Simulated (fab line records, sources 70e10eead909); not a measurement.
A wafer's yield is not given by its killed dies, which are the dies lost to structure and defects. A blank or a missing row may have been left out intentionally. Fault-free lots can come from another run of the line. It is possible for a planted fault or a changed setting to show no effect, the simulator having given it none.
Chamber matching -- flow nand harc -- NHARC_P_GATE_ETCH_32 on rie si-03 has 4 sister chambers
The step etches the open film in HBr/Cl2, target depth 150 nm, time 100.1 s. 8 wafers are shown with their chamber, then 8 later ones without.

== WAFERS PAIRED WITH THEIR CHAMBERS ==
wafer,chamber,drypump motor current A (A),oes product au (a.u.)
L081.2,3,5.5,0.999
L083.2,3,5.6,0.999
L083.4,1,6.0,1.001
L083.5,1,6.0,1.007
L087.1,0,5.2,1.006
L087.4,2,5.4,0.999
L087.5,2,5.4,1.008
L091.1,0,5.2,1.007

== WAFERS WITHOUT THEIR CHAMBER ==
wafer,drypump motor current A (A),oes product au (a.u.)
L091.3,5.4,0.995
L091.4,6.0,0.998
L092.1,5.5,1.005
L092.2,5.2,0.998
L092.5,5.2,1.013
L094.2,5.5,1.006
L094.3,5.2,1.002
L094.4,5.4,1.005

== WHICH CHAMBER EACH ONE RAN IN ==
wafer,from the rows above,in truth
L091.3,2,2
L091.4,1,1
L092.1,can't be placed: 3 or 2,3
L092.2,0,0
L092.5,0,0
L094.2,can't be placed: 3 or 2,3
L094.3,0,0
L094.4,2,2
Correct placement for 6 of the 8. Can't be placed from these rows: 2 (the true chamber is among the candidates in 2). 0 placed wrongly.
How it was worked out, from the rows above alone: a wafer's distance from a chamber is the root of the sum, over the readings, of the square of ((its reading less the chamber's mean) divided by the reading's scatter). The wafer belongs to the nearest chamber; if the next one is less than 2 further off, it can't be placed. Each chamber's mean is taken over the wafers shown for it. The scatter: take each reading less its chamber's mean, square it, sum over the shown wafers, divide by the number of wafers less the number of chambers, and take the root.
